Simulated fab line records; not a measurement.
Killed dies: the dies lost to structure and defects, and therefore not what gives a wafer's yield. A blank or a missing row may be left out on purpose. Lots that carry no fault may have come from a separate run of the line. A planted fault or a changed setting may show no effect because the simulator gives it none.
fab line records	flow n5-finfet
record lots=7	wafers=39
route steps=1938 shown ZERO_LAYER@11 PMOS_HMC_CHANNEL_EPI@64 DUMMY_GATE@215 MOL_CONTACT_COAG@605
start-h: hours from the record's opening day to when the first of the lot's shown wafers began	wait-h: hours elapsed since this lot's preceding step	" repeats the value in the row above	L1.1+2: a single row standing in for several wafers	- no value present, or no start provided	* or withheld: withheld	< > ~ a bound
route shown NAME@n: a module of which the file shows steps, and the number in the route of the first	usual: the fault-free wafers' mean and standard deviation	same: alike in all rows	chamber/n: place in a boat	sites: the reading at each site	_std_site: their standard deviation	_edge_site: outer sites' mean less inner sites'	radius-mm: for every site, how far away it sits from the centre of the wafer	mask NAME#n: copy n	behind: tool/chamber where the wafer was last shaped	hold: cause of the lot's hold/its duration in hours/its outcome	device: names the non-switching transistor (n, p or np)	end of line: tests run on the same wafers once the route is complete	a step given without rows: its recipe and nothing more	killed: dies lost to structure and defects at the first sort, not the wafer's yield	map: a wafer's dies, marking killed ones x, the rest . and places with no die _
set.NAME: the setting that was run; set.NAME@STEP: the one run at that earlier step	model.NAME: the simulator's own value behind a step, which no gauge read
one table per step and one row per wafer, for lots whose settings were changed on purpose
## steps
# step N5_ZERO_LAYER_DEVELOP_10
# recipe develop-time-s=60	rinse-liquid=diw	dry=air-spin	dev-temp-c=21
lot.wafer	tool	chamber	start-h	wait-h	set.develop-time-s
L074.1+2+5	litho-track-02	0	-	-	60
L074.3+4+6	"	0	"	"	27.49
L076.1+2+6	litho-track-02	0	-	-	42.5
L076.3+4+5	"	0	"	"	60
L077.1+4+6	litho-track-02	0	-	-	60
L080.1+2+6	litho-track-02	0	-	-	30.15
L080.3+4+5	"	0	"	"	60
L091.1+4+6	litho-track-05	0	-	-	29.05
L091.2+3+5	"	0	"	"	60
L092.1+2+3+4+5+6	litho-track-01	0	-	-	60
L096.1+3+6	litho-track-02	0	-	-	60
L096.2+4+5	"	0	"	"	38.58
# step N5_ZERO_LAYER_HARDBAKE_23
# recipe temp-c=130	time-s=120
# step N5_ZERO_LAYER_CD_MEAS_11
# recipe target-cd-nm=2000	landing-energy-ev=500	detector=se-inlens
# usual cd-nm=2001.0/2.8
lot.wafer	tool	chamber	start-h	wait-h	set.develop-time-s@ZERO_LAYER_DEVELOP_10	cd-nm
L074.1	cd-sem-01	0	12.64	-	60	2006.9
L074.2	"	0	"	"	60	2007.1
L074.3	"	0	"	"	27.49	1988.0
L074.4	"	0	"	"	27.49	1983.4
L074.5	"	0	"	"	60	2005.1
L074.6	"	0	"	"	27.49	1986.1
L076.1	cd-sem-01	0	24.81	-	42.5	1998.6
L076.2	"	0	"	"	42.5	1997.8
L076.3	"	0	"	"	60	2003.9
L076.4	"	0	"	"	60	1997.9
L076.5	"	0	"	"	60	2003.0
L076.6	"	0	"	"	42.5	1992.3
L077.1	cd-sem-02	0	30.65	-	60	2003.1
L077.4	"	0	"	"	60	2005.2
L077.6	"	0	"	"	60	2005.4
L080.1	cd-sem-02	0	48.66	-	30.15	1988.9
L080.2	"	0	"	"	30.15	1987.9
L080.3	"	0	"	"	60	2002.0
L080.4	"	0	"	"	60	1997.3
L080.5	"	0	"	"	60	2001.6
L080.6	"	0	"	"	30.15	1984.7
L091.1	cd-sem-02	0	114.64	-	29.05	1989.3
L091.2	"	0	"	"	60	1998.0
L091.3	"	0	"	"	60	1996.9
L091.4	"	0	"	"	29.05	1987.2
L091.5	"	0	"	"	60	2001.6
L091.6	"	0	"	"	29.05	1982.1
L092.1	cd-sem-03	0	120.77	-	60	1999.8
L092.2	"	0	"	"	60	1997.7
L092.3	"	0	"	"	60	1999.8
L092.4	"	0	"	"	60	2004.5
L092.5	"	0	"	"	60	2000.0
L092.6	"	0	"	"	60	1998.7
L096.1	cd-sem-01	0	144.64	-	60	2003.6
L096.2	"	0	"	"	38.58	1992.7
L096.3	"	0	"	"	60	1997.4
L096.4	"	0	"	"	38.58	1992.7
L096.5	"	0	"	"	38.58	1990.0
L096.6	"	0	"	"	60	2005.2
# step N5_ZERO_LAYER_DESCUM_16
# recipe chemistry=O2	time-s=7.9	source-power-w=50	bias-power-w=20	pressure-mtorr=20	rf-frequency-hz=2.712e+07	temp-c=40	o2-flow-sccm=225
lot.wafer	tool	chamber	start-h	wait-h	set.develop-time-s@ZERO_LAYER_DEVELOP_10	model.ZERO_LAYER.cd-nm
L074.1	rie-diel-01	2	12.83	0.2	60	2007
L074.2	"	1	"	"	60	-
L074.3	"	3	"	"	27.49	1988
L074.4	"	0	"	"	27.49	1984
L074.5	"	1	"	"	60	2005
L074.6	"	0	"	"	27.49	1986
L076.1+2	rie-diel-01	1,3	24.85	0.0	42.5	1998
L076.3	"	0	"	"	60	2004
L076.4	"	2	"	"	60	1998
L076.5	"	1	"	"	60	2002
L076.6	"	2	"	"	42.5	1992
L077.1	rie-diel-06	1	31.37	0.7	60	2004
L077.4+6	"	3	"	"	60	2006
L080.1	rie-diel-06	2	48.70	0.0	30.15	1989
L080.2	"	3	"	"	30.15	1988
L080.3+5	"	0,3	"	"	60	2002
L080.4	"	2	"	"	60	1997
L080.6	"	0	"	"	30.15	1985
L091.1	rie-diel-01	3	114.68	0.0	29.05	1989
L091.2	"	2	"	"	60	1998
L091.3	"	0	"	"	60	1997
L091.4	"	1	"	"	29.05	1988
L091.5	"	3	"	"	60	2002
L091.6	"	0	"	"	29.05	1982
L092.1+3+5	rie-diel-06	2,3,0	120.80	0.0	60	2000
L092.2	"	0	"	"	60	1998
L092.4	"	1	"	"	60	2005
L092.6	"	3	"	"	60	1999
L096.1	rie-diel-01	2	144.72	0.1	60	2004
L096.2+4	"	0,1	"	"	38.58	1993
L096.3	"	3	"	"	60	1997
L096.5	"	1	"	"	38.58	1990
L096.6	"	0	"	"	60	2005
# step N5_ZERO_LAYER_ETCH_17
# recipe chemistry=CF4	target=SiO2	target-depth-a=120	time-s=13.3	ion-energy-ev=350	pressure-mtorr=40	source-w=450	bias-w=215	Ar_flow_sccm=100	cf4-flow-sccm=100
lot.wafer	tool	chamber	start-h	wait-h	set.develop-time-s@ZERO_LAYER_DEVELOP_10	model.ZERO_LAYER.cd-nm
L074.1	rie-diel-01	2	12.86	0.0	60	2006
L074.2	"	1	"	"	60	2007
L074.3	"	3	"	"	27.49	1988
L074.4	"	0	"	"	27.49	1984
L074.5	"	1	"	"	60	2005
L074.6	"	0	"	"	27.49	1986
L076.1+2	rie-diel-01	1,3	24.88	0.0	42.5	1998
L076.3	"	0	"	"	60	2004
L076.4	"	2	"	"	60	1998
L076.5	"	1	"	"	60	2002
L076.6	"	2	"	"	42.5	1992
L077.1	rie-diel-06	1	31.40	0.0	60	2004
L077.4+6	"	3	"	"	60	2006
L080.1	rie-diel-06	2	48.74	0.0	30.15	1989
L080.2	"	3	"	"	30.15	1988
L080.3+5	"	0,3	"	"	60	2002
L080.4	"	2	"	"	60	1997
L080.6	"	0	"	"	30.15	1985
L091.1	rie-diel-01	3	114.71	0.0	29.05	1989
L091.2	"	2	"	"	60	1998
L091.3	"	0	"	"	60	1997
L091.4	"	1	"	"	29.05	1987
L091.5	"	3	"	"	60	2002
L091.6	"	0	"	"	29.05	1982
L092.1+3+5	rie-diel-06	2,3,0	120.84	0.0	60	2000
L092.2	"	0	"	"	60	1998
L092.4	"	1	"	"	60	2004
L092.6	"	3	"	"	60	1999
L096.1	rie-diel-01	2	144.76	0.0	60	2004
L096.2+4	"	0,1	"	"	38.58	1993
L096.3	"	3	"	"	60	1997
L096.5	"	1	"	"	38.58	1990
L096.6	"	0	"	"	60	2005
# step N5_PMOS_HMC_CHANNEL_EPI_DEVELOP_08
# recipe develop-time-s=30	developer=TMAH	resist=CAR-ArF-block	dev-temp-c=23	rinse-liquid=diw	dry=air-spin
lot.wafer	tool	chamber	start-h	wait-h	set.develop-time-s
L074.1+2+3+4+5+6	litho-track-03	0	-	-	30
L076.1+2+3	litho-track-03	0	-	-	46.48
L076.4+5+6	"	0	"	"	30
L077.1+4+6	litho-track-03	0	-	-	30
L080.1+2+4	litho-track-02	0	-	-	40.42
L080.3+5+6	"	0	"	"	30
L091.1+2+5	litho-track-03	0	-	-	30
L091.3+4+6	"	0	"	"	38.8
L092.1+3+6	litho-track-02	0	-	-	30
L092.2+4+5	"	0	"	"	12.51
L096.1+4+5	litho-track-03	0	-	-	24.17
L096.2+3+6	"	0	"	"	30
# step N5_PMOS_HMC_CHANNEL_EPI_CD_MEAS_09
# recipe target-cd-nm=237.4	landing-energy-ev=500	detector=se-inlens
# usual cd-nm=236.5/1.1
lot.wafer	tool	chamber	start-h	wait-h	set.develop-time-s@PMOS_HMC_CHANNEL_EPI_DEVELOP_08	cd-nm
L074.1	cd-sem-01	0	17.12	-	30	239.7
L074.2	"	0	"	"	30	237.7
L074.3	"	0	"	"	30	238.4
L074.4	"	0	"	"	30	237.6
L074.5	"	0	"	"	30	237.7
L074.6	"	0	"	"	30	236.4
L076.1	cd-sem-01	0	29.19	-	46.48	241.1
L076.2	"	0	"	"	46.48	239.9
L076.3	"	0	"	"	46.48	239.9
L076.4	"	0	"	"	30	237.5
L076.5	"	0	"	"	30	236.1
L076.6	"	0	"	"	30	236.1
L077.1	cd-sem-02	0	35.71	-	30	235.9
L077.4	"	0	"	"	30	237.0
L077.6	"	0	"	"	30	235.9
L080.1	cd-sem-01	0	53.19	-	40.42	236.7
L080.2	"	0	"	"	40.42	236.9
L080.3	"	0	"	"	30	235.3
L080.4	"	0	"	"	40.42	237.1
L080.5	"	0	"	"	30	235.5
L080.6	"	0	"	"	30	235.7
L091.1	cd-sem-02	0	119.36	-	30	235.7
L091.2	"	0	"	"	30	237.0
L091.3	"	0	"	"	38.8	238.3
L091.4	"	0	"	"	38.8	238.6
L091.5	"	0	"	"	30	236.6
L091.6	"	0	"	"	38.8	238.7
L092.1	cd-sem-01	0	126.03	-	30	236.1
L092.2	"	0	"	"	12.51	229.3
L092.3	"	0	"	"	30	235.6
L092.4	"	0	"	"	12.51	229.1
L092.5	"	0	"	"	12.51	228.4
L092.6	"	0	"	"	30	234.8
L096.1	cd-sem-01	0	148.78	-	24.17	235.4
L096.2	"	0	"	"	30	236.7
L096.3	"	0	"	"	30	238.4
L096.4	"	0	"	"	24.17	235.3
L096.5	"	0	"	"	24.17	235.1
L096.6	"	0	"	"	30	237.1
# step N5_PMOS_HMC_CHANNEL_EPI_DESCUM_14
# recipe chemistry=O2	time-s=7.9	source-power-w=50	bias-power-w=20	pressure-mtorr=20	rf-frequency-hz=2.712e+07	temp-c=40	resist=CAR-ArF-block	o2-flow-sccm=225
lot.wafer	tool	chamber	start-h	wait-h	set.develop-time-s@PMOS_HMC_CHANNEL_EPI_DEVELOP_08	model.PMOS_HMC_CHANNEL_EPI.cd-nm
L074.1	rie-diel-06	1	17.20	0.0	30	239.8
L074.2	"	2	"	"	30	237.5
L074.3	"	3	"	"	30	238.5
L074.4	"	0	"	"	30	237.7
L074.5	"	3	"	"	30	237.8
L074.6	"	0	"	"	30	236.3
L076.1	rie-diel-06	1	29.28	0.0	46.48	241.3
L076.2	"	0	"	"	46.48	239.8
L076.3	"	2	"	"	46.48	239.9
L076.4	"	3	"	"	30	237.7
L076.5	"	0	"	"	30	235.7
L076.6	"	1	"	"	30	236.3
L077.1	rie-diel-01	2	35.79	0.0	30	236
L077.4	"	1	"	"	30	236.6
L077.6	"	2	"	"	30	236.4
L080.1	rie-diel-06	2	53.28	0.0	40.42	236.5
L080.2	"	3	"	"	40.42	237.2
L080.3	"	0	"	"	30	235.1
L080.4	"	0	"	"	40.42	236.7
L080.5	"	2	"	"	30	235.4
L080.6	"	3	"	"	30	235.5
L091.1	rie-diel-01	1	119.45	0.0	30	235.7
L091.2	"	3	"	"	30	236.8
L091.3+6	"	2,1	"	"	38.8	238.6
L091.4	"	0	"	"	38.8	239
L091.5	"	0	"	"	30	237
L092.1	rie-diel-01	0	126.12	0.0	30	236.4
L092.2	"	3	"	"	12.51	229.2
L092.3	"	2	"	"	30	235.7
L092.4	"	1	"	"	12.51	229.5
L092.5	"	2	"	"	12.51	228.5
L092.6	"	3	"	"	30	234.4
L096.1+4	rie-diel-03	1,3	149.10	0.3	24.17	235.6
L096.2	"	0	"	"	30	237
L096.3	"	2	"	"	30	238
L096.5	"	0	"	"	24.17	235.1
L096.6	"	1	"	"	30	237.4
# step N5_PMOS_HMC_CHANNEL_EPI_ETCH_32
# recipe chemistry=N2/H2	target=BARC	stop-on=SiO2	target-depth-a=858	over-etch-frac=0.3	time-s=50.3	ion-energy-ev=200	mask-material=CAR-ArF-block	pressure-mtorr=30	source-w=840	bias-w=150	n2-flow-sccm=200	h2-flow-sccm=200
lot.wafer	tool	chamber	start-h	wait-h	set.develop-time-s@PMOS_HMC_CHANNEL_EPI_DEVELOP_08	model.PMOS_HMC_CHANNEL_EPI.cd-nm
L074.1	rie-diel-06	1	17.24	0.0	30	241.8
L074.2	"	2	"	"	30	240.5
L074.3	"	3	"	"	30	240.4
L074.4	"	0	"	"	30	240.1
L074.5	"	3	"	"	30	239.4
L074.6	"	0	"	"	30	239.1
L076.1	rie-diel-06	1	29.32	0.0	46.48	244.1
L076.2	"	0	"	"	46.48	242.6
L076.3	"	2	"	"	46.48	243.5
L076.4	"	3	"	"	30	239.6
L076.5	"	0	"	"	30	238.9
L076.6	"	1	"	"	30	239.3
L077.1	rie-diel-01	2	35.83	0.0	30	238.3
L077.4	"	1	"	"	30	239.4
L077.6	"	2	"	"	30	238.8
L080.1	rie-diel-06	2	53.31	0.0	40.42	240.4
L080.2	"	3	"	"	40.42	239.2
L080.3	"	0	"	"	30	238.4
L080.4	"	0	"	"	40.42	239.4
L080.5	"	2	"	"	30	239.1
L080.6	"	3	"	"	30	238
L091.1	rie-diel-01	1	119.49	0.0	30	237.9
L091.2	"	3	"	"	30	239.8
L091.3	"	2	"	"	38.8	240.1
L091.4	"	0	"	"	38.8	241.7
L091.5	"	0	"	"	30	239.9
L091.6	"	1	"	"	38.8	240.4
L092.1	rie-diel-01	0	126.15	0.0	30	238.8
L092.2	"	3	"	"	12.51	232.9
L092.3+6	"	2,3	"	"	30	237.4
L092.4	"	1	"	"	12.51	231.8
L092.5	"	2	"	"	12.51	230.3
L096.1	rie-diel-03	1	149.13	0.0	24.17	238
L096.2	"	0	"	"	30	238.7
L096.3	"	2	"	"	30	240.5
L096.4	"	3	"	"	24.17	238.6
L096.5	"	0	"	"	24.17	236.7
L096.6	"	1	"	"	30	240.2
# step N5_PMOS_HMC_CHANNEL_EPI_HM_OPEN_15
# recipe chemistry=CHF3/O2	target=SiO2	mask-material=CAR-ArF-block	target-depth-a=406	CHF3_flow_sccm=50	O2_flow_sccm=5	Ar_flow_sccm=200	time-s=20.3	pressure-mtorr=30	source-w=650	bias-w=170	ion-energy-ev=200
# step N5_PMOS_HMC_CHANNEL_EPI_STRIP_33
# recipe chemistry=N2/H2	power-w=500	temp-c=40	pressure-mtorr=50	rf-frequency-hz=6e+07	overash-fraction=0.3	bias-power-w=8	h2-frac=0.5	n2-flow-sccm=300	h2-flow-sccm=300
# step N5_PMOS_HMC_CHANNEL_EPI_STRIP_17
# recipe chemistry=SPM	time-s=750	temp-c=130	h2so4-h2o2-vol-ratio=4	dry=ipa-marangoni
# step N5_PMOS_HMC_CHANNEL_EPI_ETCH_38
# recipe chemistry=CF4	target=SiO2	target-depth-a=15	ion-energy-ev=350	pressure-mtorr=10	icp-w=800	bias-w=400	cf4-flow-sccm=80
# step N5_PMOS_HMC_CHANNEL_EPI_FIN_RECESS_16
# recipe chemistry=HBr/Cl2	target=Si	mask-material=SiO2	target-depth-a=540	time-s=18	pressure-mtorr=10	icp-w=800	bias-w=75	HBr_flow_sccm=150	Cl2_flow_sccm=80
lot.wafer	tool	chamber	start-h	wait-h	set.develop-time-s@PMOS_HMC_CHANNEL_EPI_DEVELOP_08	model.PMOS_HMC_CHANNEL_EPI.cd-nm
L074.1	rie-si-06	1	17.66	0.0	30	241.7
L074.2	"	3	"	"	30	240.7
L074.3	"	0	"	"	30	240.4
L074.4	"	2	"	"	30	240.2
L074.5	"	3	"	"	30	239.5
L074.6	"	0	"	"	30	239.2
L076.1	rie-si-04	2	29.74	0.0	46.48	243.9
L076.2	"	3	"	"	46.48	242.7
L076.3	"	1	"	"	46.48	243.7
L076.4	"	0	"	"	30	239.3
L076.5	"	3	"	"	30	238.9
L076.6	"	0	"	"	30	239.2
L077.1	rie-si-01	1	36.25	0.0	30	238.4
L077.4	"	3	"	"	30	239.4
L077.6	"	0	"	"	30	238.8
L080.1	rie-si-04	0	53.73	0.0	40.42	240.3
L080.2	"	2	"	"	40.42	239
L080.3	"	1	"	"	30	238.5
L080.4	"	3	"	"	40.42	239.5
L080.5	"	1	"	"	30	239.3
L080.6	"	2	"	"	30	237.8
L091.1	rie-si-04	0	119.91	0.0	30	237.8
L091.2	"	2	"	"	30	239.8
L091.3	"	1	"	"	38.8	240.2
L091.4	"	3	"	"	38.8	241.6
L091.5	"	1	"	"	30	240
L091.6	"	2	"	"	38.8	240.1
L092.1	rie-si-06	2	126.57	0.0	30	238.8
L092.2	"	0	"	"	12.51	233
L092.3	"	1	"	"	30	237.3
L092.4	"	3	"	"	12.51	231.8
L092.5	"	1	"	"	12.51	230.2
L092.6	"	2	"	"	30	237.5
L096.1	rie-si-04	3	149.57	0.0	24.17	238
L096.2	"	0	"	"	30	238.7
L096.3	"	2	"	"	30	240.4
L096.4	"	1	"	"	24.17	238.8
L096.5	"	1	"	"	24.17	237.1
L096.6	"	0	"	"	30	240.1
# step N5_DUMMY_GATE_CVD_03
# recipe material=a-Si	target-thk-a=1500	temp-c=530	precursor=SiH4	time-s=8042
lot.wafer	tool	chamber	start-h	wait-h	set.time-s	model.a-Si_of_DUMMY_GATE_CVD_03.thk-nm
L074.1+5+6	-	-	-	0.1	9466	177.6
L074.2	"	-	"	"	9466	177.2
L074.3	"	-	"	"	9466	178.2
L074.4	"	-	"	"	9466	177.8
L076.1	-	-	-	0.1	12520	235
L076.2	"	-	"	"	12520	234.6
L076.3	"	-	"	"	12520	235.4
L076.4	"	-	"	"	12520	234.4
L076.5+6	"	-	"	"	12520	235.2
L077.1	lpcvd-01	0/65	58.42	0.1	8042	151.4
L077.4	"	0/79	"	"	8042	151
L077.6	"	0/89	"	"	8042	150
L080.1	-	-	-	0.1	9840	185.2
L080.2	"	-	"	"	9840	185.6
L080.3	"	-	"	"	9840	184.6
L080.4	"	-	"	"	9840	185.4
L080.5	"	-	"	"	9840	183.8
L080.6	"	-	"	"	9840	184.8
L091.1	-	-	-	0.1	11550	216.4
L091.2+5	"	-	"	"	11550	217.2
L091.3+4	"	-	"	"	11550	217.4
L091.6	"	-	"	"	11550	218.2
L092.1+2	-	-	-	0.1	8042	147.4
L092.3	"	-	"	"	8042	148.2
L092.4	"	-	"	"	8042	149
L092.5	"	-	"	"	8042	147
L092.6	"	-	"	"	8042	148.4
L096.1+5	-	-	-	0.1	5322	99.8
L096.2+6	"	-	"	"	5322	99.6
L096.3	"	-	"	"	5322	101
L096.4	"	-	"	"	5322	100.8
# step N5_MOL_CONTACT_COAG_DESCUM_45
# recipe chemistry=O2	time-s=7	source-power-w=50	bias-power-w=20	pressure-mtorr=20	rf-frequency-hz=2.712e+07	temp-c=40	resist=CAR-EUV	o2-flow-sccm=225
lot.wafer	tool	chamber	start-h	wait-h	set.time-s	model.CAR-EUV_of_MOL_CONTACT_COAG_COAT_34.thk-nm
L074.1+5	rie-diel-02	2	106.29	0.1	7	36.2
L074.2+3	"	1,3	"	"	3.402	37.8
L074.4	"	0	"	"	7	36
L074.6	"	3	"	"	3.402	38
L076.1+4+5+6	rie-diel-02	3,0,0,3	114.54	0.0	7	36
L076.2+3	"	1,2	"	"	7	36.2
L077.1+4	rie-diel-04	2,0	123.90	0.4	7	36
L077.6	"	1	"	"	7	35.8
L080.1	rie-diel-04	0	134.90	0.0	8.191	35.6
L080.2+4	"	1	"	"	7	36
L080.3+5	"	2	"	"	8.191	35.4
L080.6	"	0	"	"	7	36.2
L091.1+3+6	rie-diel-02	3,2,2	199.61	0.0	7	36.2
L091.2+5	"	1,3	"	"	5.524	37
L091.4	"	0	"	"	5.524	36.8
L092.1+4+5	rie-diel-04	3,2,0	213.61	0.0	8.786	35.2
L092.2+6	"	0,3	"	"	7	36
L092.3	"	2	"	"	7	35.8
L096.1+4	rie-diel-02	3,2	237.14	0.4	3.327	37.8
L096.2+5+6	"	1,3,2	"	"	7	36
L096.3	"	0	"	"	3.327	37.6
# step N5_MOL_CONTACT_COAG_ETCH_65
# recipe chemistry=N2/H2	target=underlayer	target-depth-a=130	mask-material=CAR-EUV	time-s=10.4	ion-energy-ev=200	pressure-mtorr=30	source-w=840	bias-w=150	n2-flow-sccm=200	h2-flow-sccm=200	ends=cleared
lot.wafer	tool	chamber	start-h	wait-h	set.time-s@MOL_CONTACT_COAG_DESCUM_45	model.CAR-EUV_of_MOL_CONTACT_COAG_COAT_34.thk-nm
L074.1+5	rie-diel-02	2	106.32	0.0	7	24.6
L074.2+3	"	1,3	"	"	3.402	26.2
L074.4	"	0	"	"	7	24.2
L074.6	"	3	"	"	3.402	26.4
L076.1+2+3	rie-diel-02	3,1,2	114.58	0.0	7	24.6
L076.4+6	"	0,3	"	"	7	24.4
L076.5	"	0	"	"	7	24.2
L077.1+4	rie-diel-04	2,0	123.94	0.0	7	24.4
L077.6	"	1	"	"	7	24.2
L080.1	rie-diel-04	0	134.94	0.0	8.191	24
L080.2+4	"	1	"	"	7	24.4
L080.3+5	"	2	"	"	8.191	23.8
L080.6	"	0	"	"	7	24.6
L091.1+6	rie-diel-02	3,2	199.64	0.0	7	24.6
L091.2+5	"	1,3	"	"	5.524	25.4
L091.3	"	2	"	"	7	24.4
L091.4	"	0	"	"	5.524	25.2
L092.1	rie-diel-04	3	213.64	0.0	8.786	23.8
L092.2	"	0	"	"	7	24.6
L092.3	"	2	"	"	7	24.2
L092.4+5	"	2,0	"	"	8.786	23.6
L092.6	"	3	"	"	7	24.8
L096.1+4	rie-diel-02	3,2	237.18	0.0	3.327	26.2
L096.2	"	1	"	"	7	24.6
L096.3	"	0	"	"	3.327	26
L096.5+6	"	3,2	"	"	7	24.4
## key
split step=N5_ZERO_LAYER_DEVELOP_10	setting=develop-time-s	stated=60	by=wafer
response step=N5_ZERO_LAYER_CD_MEAS_11	reading=cd-nm	change=+0.288	per=1%	r=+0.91
response step=N5_ZERO_LAYER_DESCUM_16	reading=model.ZERO_LAYER.cd-nm	change=+0.28	per=1%	r=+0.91
response step=N5_ZERO_LAYER_ETCH_17	reading=model.ZERO_LAYER.cd-nm	change=+0.287	per=1%	r=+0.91
split step=N5_PMOS_HMC_CHANNEL_EPI_DEVELOP_08	setting=develop-time-s	stated=30	by=wafer
response step=N5_PMOS_HMC_CHANNEL_EPI_CD_MEAS_09	reading=cd-nm	change=+0.0835	per=1%	r=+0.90
response step=N5_PMOS_HMC_CHANNEL_EPI_DESCUM_14	reading=model.PMOS_HMC_CHANNEL_EPI.cd-nm	change=+0.0833	per=1%	r=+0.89
response step=N5_PMOS_HMC_CHANNEL_EPI_ETCH_32	reading=model.PMOS_HMC_CHANNEL_EPI.cd-nm	change=+0.0805	per=1%	r=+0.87
response step=N5_PMOS_HMC_CHANNEL_EPI_FIN_RECESS_16	reading=model.PMOS_HMC_CHANNEL_EPI.cd-nm	change=+0.0803	per=1%	r=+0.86
split step=N5_DUMMY_GATE_CVD_03	setting=time-s	stated=8042	by=lot
response step=N5_DUMMY_GATE_CVD_03	reading=model.a-Si_of_DUMMY_GATE_CVD_03.thk-nm	change=+1.52	per=1%	r=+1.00
split step=N5_MOL_CONTACT_COAG_DESCUM_45	setting=time-s	stated=7	by=wafer
response step=N5_MOL_CONTACT_COAG_DESCUM_45	reading=model.CAR-EUV_of_MOL_CONTACT_COAG_COAT_34.thk-nm	change=-0.0331	per=1%	r=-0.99
response step=N5_MOL_CONTACT_COAG_ETCH_65	reading=model.CAR-EUV_of_MOL_CONTACT_COAG_COAT_34.thk-nm	change=-0.0338	per=1%	r=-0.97
